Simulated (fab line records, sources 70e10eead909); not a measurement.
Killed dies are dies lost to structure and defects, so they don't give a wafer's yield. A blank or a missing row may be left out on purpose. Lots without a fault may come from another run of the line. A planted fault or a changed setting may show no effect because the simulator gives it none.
Chamber matching | flow nand_harc | NHARC_P_M1_DESCUM_14 on rie_diel-02: 4 sister chambers
The step chemistry O2, time 3 s. 20 wafers are shown with their chamber, then 10 later ones without.

WAFERS WITH THEIR CHAMBER
wafer  | chamber | showerhead_plenum_p_Torr (Torr) | drypump_motor_current_A (A) | oes_product_au (a.u.)
L076.1 | 0       | 1.90                            | 6.6                         | 1.022
L076.3 | 3       | 1.83                            | 6.1                         | 1.004
L076.5 | 2       | 1.95                            | 6.3                         | 1.006
L083.2 | 3       | 1.83                            | 6.1                         | 1.003
L083.3 | 1       | 1.89                            | 5.8                         | 0.989
L083.5 | 1       | 1.89                            | 5.7                         | 0.991
L084.4 | 1       | 1.88                            | 5.7                         | 0.994
L084.5 | 3       | 1.83                            | 6.1                         | 1.001
L084.6 | 2       | 1.95                            | 6.3                         | 0.996
L086.1 | 0       | 1.90                            | 6.6                         | 0.988
L086.2 | 1       | 1.88                            | 5.8                         | 0.981
L086.6 | 0       | 1.90                            | 6.6                         | 0.994
L087.1 | 3       | 1.83                            | 6.1                         | 0.998
L087.2 | 2       | 1.95                            | 6.3                         | 0.999
L087.3 | 1       | 1.88                            | 5.7                         | 0.978
L091.1 | 3       | 1.83                            | 6.1                         | 1.011
L091.3 | 0       | 1.90                            | 6.6                         | 0.993
L091.5 | 3       | 1.83                            | 6.1                         | 1.003
L092.1 | 3       | 1.83                            | 6.1                         | 0.995
L092.2 | 1       | 1.88                            | 5.8                         | 0.996

SIGNATURES (means of the wafers above)
reading                  | chamber 0 | chamber 1 | chamber 2 | chamber 3 | scatter within a chamber
showerhead_plenum_p_Torr | 1.9000    | 1.8833    | 1.9500    | 1.8300    | 0.00289
drypump_motor_current_A  | 6.600     | 5.750     | 6.300     | 6.100     | 0.0306
oes_product_au           | 0.99925   | 0.98817   | 1.00033   | 1.00214   | 0.00857
Rule: a wafer's distance from a chamber is the root of the sum, over the readings, of the square of ((its reading less the chamber's mean) divided by the reading's scatter). The wafer belongs to the nearest chamber; if the next one is less than 2 further off, it can't be placed. The scatter: the root of (the sum of the squares of (reading less its chamber's mean) over the shown wafers, divided by (wafers less chambers)).

WAFERS WITHOUT THEIR CHAMBER
wafer  | showerhead_plenum_p_Torr (Torr) | drypump_motor_current_A (A) | oes_product_au (a.u.)
L092.5 | 1.83                            | 6.0                         | 0.997
L093.1 | 1.95                            | 6.3                         | 1.005
L093.3 | 1.83                            | 6.1                         | 1.006
L093.4 | 1.88                            | 5.8                         | 0.985
L095.3 | 1.90                            | 6.6                         | 0.992
L095.4 | 1.88                            | 5.7                         | 0.987
L095.5 | 1.90                            | 6.6                         | 0.999
L096.1 | 1.88                            | 5.8                         | 0.987
L096.4 | 1.95                            | 6.3                         | 0.985
L096.5 | 1.88                            | 5.7                         | 0.980

WHICH CHAMBER EACH WENT THROUGH
wafer  | from the rows above | in truth
L092.5 | 3                   | 3
L093.1 | 2                   | 2
L093.3 | 3                   | 3
L093.4 | 1                   | 1
L095.3 | 0                   | 0
L095.4 | 1                   | 1
L095.5 | 0                   | 0
L096.1 | 1                   | 1
L096.4 | 2                   | 2
L096.5 | 1                   | 1
Placed correctly: 10 of 10. Can't be placed from these rows: 0. Placed wrongly: 0.
